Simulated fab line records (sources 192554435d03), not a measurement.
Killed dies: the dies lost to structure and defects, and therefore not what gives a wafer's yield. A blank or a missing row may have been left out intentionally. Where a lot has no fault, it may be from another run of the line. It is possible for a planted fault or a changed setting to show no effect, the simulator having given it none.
Struck lot and sound lot, side by side || flow n5 finfet || 17 out of 1938 route steps
Sound: wafers L983.1, L983.2, L983.4. Struck: wafer L991.2 (left out: L991.3, L991.6 of the same lot, which were not struck); the cause appears at the end.
Each step with rows lists, per side, the tool, then ch with its chambers, then its first start. Under that, the readings that differ: sound wafers || struck wafers || difference of the means || sigmas: that difference in standard deviations of wafers without a fault.
alike: same words and numbers on both sides, and readings whose means sit less than 2 such deviations apart. not compared: any withheld reading, any reading some wafer has no value for, any bound like >300 that may hide the same value, and any number with overlapping values for which the record gives no deviation.
The two part at a step that has a row with sigmas, a row that says differs or no value, or rows on one side only. Numbers that don't overlap but have no deviation are shown without sigmas and don't part them. A reading missing from all wafers of one side parts the sides only when that side holds two or more wafers.

first, 2 steps without rows for these wafers: N5_BEOL_M14_TRENCH_ETCH_34 (etches SiO2 in C4F8/O2/Ar, target depth 556.65 nm, time 126.9 s); N5_BEOL_M14_STRIP_70 (strips in C4F8/O2/Ar).
N5_BEOL_M14_OCD_MEAS_35:
  struck on ocd-02, day 14 21:47; sound on ocd-01, day 12 00:11
  alike: trench depth nm
then, 1 step without rows for these wafers: N5_BEOL_M14_STRIP_37 (strips in O2).
N5_BEOL_M14_ETCH_38: etches SiCN in CF4/N2, target depth 106.5 nm, time 120.6 s.
  sound on rie diel-05 ch 0,1,2; struck on rie diel-06 ch 3
{"reading": "drypump motor current A (A)", "sound": "5.2 5.6 4.8", "struck": 6.7, "difference": "+1.5", "sigmas": "+3"}
{"reading": "oes product au (a.u.)", "sound": "0.74 0.75 0.86", "struck": 0.98, "difference": "+0.20", "sigmas": "+2"}
{"reading": "rf hours counter h (h)", "sound": "140 144 51", "struck": 8, "difference": -104, "sigmas": ""}
  alike: rf vpp V, showerhead plenum p Torr, throttle valve pct
then, 2 steps without rows for these wafers: N5_BEOL_M14_PRECLEAN_39 (cleans in residue remover, time 60 s); N5_BEOL_M14_SRD_40 (time 30 s, dry time 30 s).
N5_BEOL_M14_DEGAS_41: time 60 s.
  struck on pvd sputter-03, day 15 01:25; sound on pvd sputter-01, day 12 00:47
  alike: heater power w
then, 2 steps without rows for these wafers: N5_BEOL_M14_PRE_CLEAN_42 (time 30 s); N5_BEOL_M14_SPUTTER_43 (material TaN, target thk 15 nm, time 24.19 s).
N5_BEOL_M14_SPUTTER_44: material Ta, target thk 15 nm, time 24.19 s.
  struck on pvd sputter-03, day 15 01:34; sound on pvd sputter-01, day 12 00:57
  alike: throttle valve pct
N5_BEOL_M14_SPUTTER_45: material Cu, target thk 100 nm, time 16.67 s.
  struck on pvd sputter-03, day 15 01:39; sound on pvd sputter-01, day 12 01:02
  alike: throttle valve pct
N5_BEOL_M14_ECD_47: material Cu, target thk 1248 nm.
  sound on ecd cu-02 ch 0,1, day 12 01:09; struck on ecd cu-02 ch 1, day 15 01:52
{"reading": "model.Cu_of_BEOL_M14_ECD_47.thk nm (nm)", "sound": "1227 1246 1243", "struck": 1759, "difference": "+520", "sigmas": ""}
N5_BEOL_M14_ANNEAL_48: time 90 s.
  sound on rtp anneal-01 ch 0, day 12 01:23; struck on rtp anneal-02 ch 0, day 15 03:40
  alike: wafer_temp_C_max
N5_BEOL_M14_CMP_49: polishes, stops on SiO2, t overpolish 5.2 s, target thk 560 nm.
  sound on cmp-02 ch 0,1,2, day 12 01:41; struck on cmp-01 ch 1, day 15 04:10
{"reading": "time to endpoint s (s)", "sound": "115 123 119", "struck": 177, "difference": "+58", "sigmas": "+12"}
  alike: motor current A
N5_BEOL_M14_THK_MEAS_50: measures by xrf.
  struck on film metro-02, day 15 04:23; sound on film metro-01, day 12 01:59
  alike: M14_THK
N5_PASSIVATION_PROBE_49:
  the record holds rows for the sound wafers here (prober-01, day 12 20:35) but none for the struck ones

## WHERE THEY PART
First at N5_BEOL_M14_ETCH_38; last, within this record, at N5_PASSIVATION_PROBE_49.

WHY: what had been put in by the simulator
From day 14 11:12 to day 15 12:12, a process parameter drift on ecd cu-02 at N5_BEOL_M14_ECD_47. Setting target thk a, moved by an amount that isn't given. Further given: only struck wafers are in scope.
